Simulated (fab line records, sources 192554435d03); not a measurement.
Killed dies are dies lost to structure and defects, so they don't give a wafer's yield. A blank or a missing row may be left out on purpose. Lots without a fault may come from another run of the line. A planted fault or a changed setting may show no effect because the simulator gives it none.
Split-lot experiment | flow n5_finfet | 7 lots, 21 wafers read, on a route of 1938 steps

THE SPLIT
At N5_BEOL_M4_COAT_73 (time 60 s, resist thk 5 nm), the setting spin_rpm was moved away from the recipe's 1500 rpm on 5 of the 21 wafers read, by -9.7% to -5.1%. The other wafers ran this setting at the recipe's value.

FROM THE SPLIT TO THE READING: what the file shows between them, 3 steps
- N5_BEOL_M4_COAT_05: resist thk 30 nm
- N5_BEOL_M4_EBR_07
- N5_BEOL_M4_DESCUM_16: chemistry O2, time 7 s

THE READING
etch.depth_nm (the simulator's own value, which no gauge read), in nm, at N5_BEOL_M4_ETCH_74 (etches underlayer in N2/H2, target depth 6.5 nm, time 5.2 s). The file gives no usual value for it. The 16 wafers here that ran the recipe average 5.009 nm, standard deviation 0.014 nm.

wafer  | tool, chamber at the split | spin_rpm as run, rpm | against the recipe | etch.depth_nm, nm | against lot-mates on the recipe
L077.1 | litho_track-04, 0          | 1382                 | -7.9%              | 5.212             | +0.206
L077.3 | litho_track-04, 0          | 1500                 | recipe             | 4.993             | -
L077.4 | litho_track-04, 0          | 1500                 | recipe             | 5.019             | -
L081.3 | litho_track-02, 0          | 1500                 | recipe             | 5.008             | -
L081.6 | litho_track-02, 0          | 1500                 | recipe             | 5.008             | -
L081.5 | litho_track-02, 0          | 1500                 | recipe             | 5.001             | -
L088.1 | litho_track-03, 0          | 1354                 | -9.7%              | 5.269             | +0.288
L088.3 | litho_track-03, 0          | 1500                 | recipe             | 4.981             | -
L088.5 | litho_track-03, 0          | 1354                 | -9.7%              | 5.276             | +0.295
L090.1 | litho_track-02, 0          | 1500                 | recipe             | 5.002             | -
L090.4 | litho_track-02, 0          | 1500                 | recipe             | 5.009             | -
L090.5 | litho_track-02, 0          | 1500                 | recipe             | 5.011             | -
L091.3 | litho_track-03, 0          | 1500                 | recipe             | 5.005             | -
L091.4 | litho_track-03, 0          | 1354                 | -9.7%              | 5.261             | +0.260
L091.6 | litho_track-03, 0          | 1500                 | recipe             | 4.998             | -
L095.3 | litho_track-04, 0          | 1423                 | -5.1%              | 5.136             | +0.128
L095.4 | litho_track-04, 0          | 1500                 | recipe             | 5.01              | -
L095.6 | litho_track-04, 0          | 1500                 | recipe             | 5.006             | -
L096.1 | litho_track-02, 0          | 1500                 | recipe             | 5.022             | -
L096.4 | litho_track-02, 0          | 1500                 | recipe             | 5.037             | -
L096.5 | litho_track-02, 0          | 1500                 | recipe             | 5.033             | -

THE FIT
A straight line over all 21 wafers: etch.depth_nm changes by -0.0264 nm for each +1% of spin_rpm; r = -0.99; the points scatter about the line by 0.013 nm.
The same after taking each lot's own level away (the mean of its wafers on the recipe; 21 wafers): -0.0282 nm for each +1%; r = -1.00; scatter 0.01 nm.
On that fit, the largest move of spin_rpm shifts the reading by 0.27 nm.
The lots' own levels span 4.9810 to 5.0307 nm, that is 3.7 times the standard deviation above.
So the lot-to-lot level changes the slope little: the two slopes agree.
Check: with one of the wafers moved furthest among these (-9.7%) left out of the fit, the line predicts +0.269 nm for it against its lot-mates. It came out at +0.288 nm against them.

OTHER SPLITS ON THESE WAFERS
These wafers also went through other splits before the reading. Each is held against what the fit with the lots' levels taken away leaves over:
other split on the same wafers    | wafers away from the commonest value | r with etch.depth_nm (lot level and that fit taken away)
N5_BEOL_M0_CUTY_EXPOSE_54 dose_mj | 6                                    | +0.40
N5_BEOL_M0_CUTY_DESCUM_61 time_s  | 8                                    | -0.22
N5_BEOL_M2_PECVD_72 temp_c        | 4                                    | +0.18
N5_BEOL_M2_COAT_62 spin_rpm       | 11                                   | +0.03
N5_BEOL_M4_ILD_DEP_00 time_s      | 13                                   | +0.18

THE FILE'S OWN FIT
etch.depth_nm changes by -0.0275 nm for each +1% of spin_rpm, r = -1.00.
